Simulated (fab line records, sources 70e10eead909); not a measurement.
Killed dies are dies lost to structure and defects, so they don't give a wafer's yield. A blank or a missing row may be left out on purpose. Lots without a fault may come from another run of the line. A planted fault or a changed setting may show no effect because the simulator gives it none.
Which tool did it? | flow nand_harc | 12 lots, 36 wafers sampled, at 5 steps of a route of 1302

WHAT THE GAUGES READ, wafer by wafer
NHARC_END_SORT_01. Usual: killed_at_array 52, standard deviation 18; killed_at_other 0.6, standard deviation 0.83; killed_at_periphery 4.3, standard deviation 2.8; killed_dies 57, standard deviation 19; killed_open 3.4, standard deviation 2; killed_short 2.5, standard deviation 1.7.
lot  | measured     | on        | killed_at_array | killed_at_other | killed_at_periphery | killed_dies | killed_open | killed_short | flag
L243 | day 27 15:25 | prober-01 | 55 64 53        | 1 1 0           | 621 2 3             | 677 67 56   | 3 2 4       | 3 2 4        | OFF
L245 | day 28 12:01 | prober-02 | 73 74 71        | 1 0 1           | 603 7 7             | 677 81 79   | 3 2 6       | 2 1 1        | OFF

WHICH TOOL RAN EACH LOT (tool, then ch and the chambers of the sampled wafers, then the start)
lot  | NHARC_P_GATE_DEGAS_109       | NHARC_P_CONTACT_ETCH_36                       | NHARC_P_CONTACT_ETCH_18            | NHARC_P_CONTACT_ALD_22
L235 | pvd_sputter-03, day 6 06:20  | rie_diel-02 ch 0,1, day 6 09:50 or earlier    | rie_diel-02 ch 0,1,2, day 6 09:50  | ald_metal-04 ch 1,2, day 6 11:10
L236 | pvd_sputter-03, day 6 15:47  | rie_diel-03 ch 0,2,3, day 6 18:55 or earlier  | rie_diel-03 ch 1,2, day 6 18:55    | ald_metal-02 ch 0,2,3, day 6 20:14
L243 | pvd_sputter-01, day 9 08:37  | rie_diel-03 ch 0,1,2, day 9 11:52 or earlier  | rie_diel-03 ch 1,2,3, day 9 11:52  | ald_metal-04 ch 0,1,3, day 9 13:13
L245 | pvd_sputter-01, day 10 06:39 | rie_diel-03 ch 1,2, day 10 09:55 or earlier   | rie_diel-03 ch 1,2,3, day 10 09:55 | ald_metal-02 ch 1,2, day 10 11:15
L246 | pvd_sputter-02, day 10 20:12 | rie_diel-02 ch 1,2, day 10 23:37 or earlier   | rie_diel-02 ch 0,1,3, day 10 23:37 | ald_metal-02 ch 1,2, day 11 00:55
L247 | pvd_sputter-02, day 11 06:01 | rie_diel-02 ch 0,2,3, day 11 09:13 or earlier | rie_diel-02 ch 2,3, day 11 09:13   | ald_metal-04 ch 0,1, day 11 10:34
L249 | pvd_sputter-01, day 11 23:25 | rie_diel-04 ch 0,1, day 12 02:40 or earlier   | rie_diel-04 ch 0,1,2, day 12 02:40 | ald_metal-02 ch 1,2,3, day 12 04:02
L250 | pvd_sputter-02, day 12 12:49 | rie_diel-03 ch 1,2,3, day 12 16:14 or earlier | rie_diel-03 ch 1,3, day 12 16:14   | ald_metal-04 ch 0,2,3, day 12 17:37
L252 | pvd_sputter-02, day 13 09:02 | rie_diel-03 ch 1,2,3, day 13 12:31 or earlier | rie_diel-03 ch 0,1,3, day 13 12:31 | ald_metal-02 ch 0,1,2, day 13 13:55
L254 | pvd_sputter-01, day 14 02:32 | rie_diel-03 ch 2,3, day 14 05:41 or earlier   | rie_diel-03 ch 0,1,3, day 14 05:41 | ald_metal-04 ch 1,3, day 14 06:59
L255 | pvd_sputter-01, day 14 07:15 | rie_diel-02 ch 0,3, day 14 10:21 or earlier   | rie_diel-02 ch 0,1,2, day 14 10:21 | ald_metal-02 ch 1,2, day 14 11:42
L256 | pvd_sputter-03, day 14 23:07 | rie_diel-03 ch 0,1,2, day 15 02:20 or earlier | rie_diel-03 ch 0,2,3, day 15 02:20 | ald_metal-03 ch 0,1,3, day 15 03:41
- NHARC_P_GATE_DEGAS_109: time 60 s.
- NHARC_P_CONTACT_ETCH_36: etches the open film in N2/H2, target depth 260 nm, time 406.25 s.
- NHARC_P_CONTACT_ETCH_18: etches the open film in C4F8/O2/Ar, target depth 481 nm, time 240.5 s.
- NHARC_P_CONTACT_ALD_22: deposits TiN, target thk 3 nm, pulse time 1 s, ald cycles 150.

WHAT THE TOOLS THEMSELVES READ (means of the sampled wafers that have a number; where no wafer has one, the mark that the record gives instead)
NHARC_P_GATE_DEGAS_109. Usual: heater_power_w 457 W, standard deviation 47; susceptor_temp_C 299.99 C, standard deviation 0.19.
lot  | tool           | heater_power_w (W) | susceptor_temp_C (C) | flag
L235 | pvd_sputter-03 | 438                | 300.07               |
L236 | pvd_sputter-03 | 447                | 299.90               |
L243 | pvd_sputter-01 | 517                | 299.94               |
L245 | pvd_sputter-01 | 489                | 299.98               |
L246 | pvd_sputter-02 | 420                | 299.95               |
L247 | pvd_sputter-02 | 420                | 300.20               |
L249 | pvd_sputter-01 | 506                | -                    | OFF
L250 | pvd_sputter-02 | 429                | 300.09               |
L252 | pvd_sputter-02 | 444                | -                    | OFF
L254 | pvd_sputter-01 | 493                | -                    | OFF
L255 | pvd_sputter-01 | 516                | 300.02               |
L256 | pvd_sputter-03 | 449                | 300.02               |

NHARC_P_CONTACT_ETCH_36. Usual: drypump_motor_current_A 5.6 A, standard deviation 0.56; oes_product_au 0.996 a.u., standard deviation 0.0092; rf_vpp_V 430.6 V, standard deviation 2.6; run_length_s 427.5 s, standard deviation 0.33; showerhead_plenum_p_Torr 2.04 Torr, standard deviation 0.09; throttle_valve_pct 14.170 %, standard deviation 0.0086.
lot  | tool        | drypump_motor_current_A (A) | oes_product_au (a.u.) | rf_vpp_V (V) | run_length_s (s) | showerhead_plenum_p_Torr (Torr) | throttle_valve_pct (%) | flag
L235 | rie_diel-02 | 6.2                         | 0.992                 | 431.3        | 427.2            | 2.07                            | 14.164                 |
L236 | rie_diel-03 | 5.6                         | 0.994                 | 431.1        | 427.6            | 2.08                            | 14.165                 |
L243 | rie_diel-03 | 6.0                         | 0.992                 | 431.5        | 427.6            | 2.08                            | 14.162                 |
L245 | rie_diel-03 | 6.1                         | 0.992                 | 433.3        | 427.3            | 2.11                            | 14.167                 |
L246 | rie_diel-02 | 5.3                         | 1.008                 | 429.9        | 427.6            | 2.01                            | 14.176                 |
L247 | rie_diel-02 | 5.6                         | 1.000                 | 430.3        | 427.3            | 2.02                            | 14.167                 |
L249 | rie_diel-04 | 5.5                         | 0.993                 | 429.8        | 427.1            | 2.02                            | 14.165                 |
L250 | rie_diel-03 | 5.8                         | 0.988                 | 429.6        | 427.5            | 2.04                            | 14.179                 |
L252 | rie_diel-03 | 5.8                         | 1.002                 | 430.3        | 427.5            | 2.03                            | 14.165                 |
L254 | rie_diel-03 | 5.4                         | 0.999                 | 430.8        | 427.5            | 2.04                            | 14.173                 |
L255 | rie_diel-02 | 6.0                         | 1.012                 | 431.1        | 427.0            | 2.05                            | 14.170                 |
L256 | rie_diel-03 | 6.1                         | 0.998                 | 431.6        | 427.5            | 2.07                            | 14.172                 |

NHARC_P_CONTACT_ETCH_18. Usual: oes_product_au 0.953 a.u., standard deviation 0.022; rf_vpp_V 978 V, standard deviation 5.7; run_length_s 261.7 s, standard deviation 0.36.
lot  | tool        | oes_product_au (a.u.) | rf_vpp_V (V) | run_length_s (s) | flag
L235 | rie_diel-02 | 0.968                 | 979          | 261.8            |
L236 | rie_diel-03 | 0.918                 | 977          | 261.7            |
L243 | rie_diel-03 | 0.962                 | 978          | 240.3            | OFF
L245 | rie_diel-03 | 0.957                 | 977          | 240.4            | OFF
L246 | rie_diel-02 | 0.970                 | 976          | 261.2            |
L247 | rie_diel-02 | 0.977                 | 975          | 261.7            |
L249 | rie_diel-04 | 0.965                 | 977          | 261.6            |
L250 | rie_diel-03 | 0.937                 | 972          | 261.8            |
L252 | rie_diel-03 | 0.971                 | 976          | 262.0            |
L254 | rie_diel-03 | 0.925                 | 976          | 261.7            |
L255 | rie_diel-02 | 0.979                 | 979          | 261.7            |
L256 | rie_diel-03 | 0.965                 | 980          | 262.0            |

NHARC_P_CONTACT_ALD_22. Usual: heater_power_w 1070 W, standard deviation 150; precursor_pulse_height_rel 0.999, standard deviation 0.02; susceptor_temp_C 449.99 C, standard deviation 0.27.
lot  | tool         | heater_power_w (W) | precursor_pulse_height_rel | susceptor_temp_C (C) | flag
L235 | ald_metal-04 | 1207               | 1.007                      | 449.85               |
L236 | ald_metal-02 | 1066               | 1.020                      | -                    | OFF
L243 | ald_metal-04 | 1180               | 1.024                      | 450.08               |
L245 | ald_metal-02 | 1138               | 0.998                      | 449.91               |
L246 | ald_metal-02 | 1126               | 1.007                      | 450.01               |
L247 | ald_metal-04 | 1187               | 0.998                      | 450.19               |
L249 | ald_metal-02 | 1026               | 0.998                      | 449.83               |
L250 | ald_metal-04 | 1266               | 0.999                      | 450.01               |
L252 | ald_metal-02 | 1009               | 0.992                      | 449.73               |
L254 | ald_metal-04 | 1149               | 1.015                      | 449.76               |
L255 | ald_metal-02 | 1097               | 0.991                      | 449.88               |
L256 | ald_metal-03 | 1019               | 1.003                      | 450.30               |

THE ANSWER, worked out from the rows above alone
Rule: a lot is off if the mean of its wafers that have a number lies more than 3 standard deviations from the usual mean. A lot without any number at a reading at which 4 lots or more have one is off too. The other lots that the step has rows for count as sound. The gauges are gone through in route order, then the tools' own readings, and for those a lot's mean is taken as printed above. The first step at which some lot is off is used, and at that step the reading that is off furthest; a lot without a number counts as furthest.
Off: L243, L245, at NHARC_END_SORT_01 (killed_at_periphery). Neither off nor sound, because the step has no rows for them: L235, L236, L246, L247, L249, L250, L252, L254, L255, L256.
A tool fits if, at a process step before that reading, it ran every lot that is off, and no sound lot after the first of them. The gauges at NHARC_END_SORT_01 aren't tried: what is off there is off at NHARC_P_CONTACT_ETCH_18 too, on other tools, and a gauge's error can't cause that. NHARC_P_CONTACT_ETCH_36 gives no start for some lots, so the hours and the order of its lots are those of NHARC_P_CONTACT_ETCH_18. Can't be told from this: 2 tools fit, pvd_sputter-01 at NHARC_P_GATE_DEGAS_109, rie_diel-03 at NHARC_P_CONTACT_ETCH_36 and NHARC_P_CONTACT_ETCH_18.

WHAT THE SIMULATOR HAD PUT IN
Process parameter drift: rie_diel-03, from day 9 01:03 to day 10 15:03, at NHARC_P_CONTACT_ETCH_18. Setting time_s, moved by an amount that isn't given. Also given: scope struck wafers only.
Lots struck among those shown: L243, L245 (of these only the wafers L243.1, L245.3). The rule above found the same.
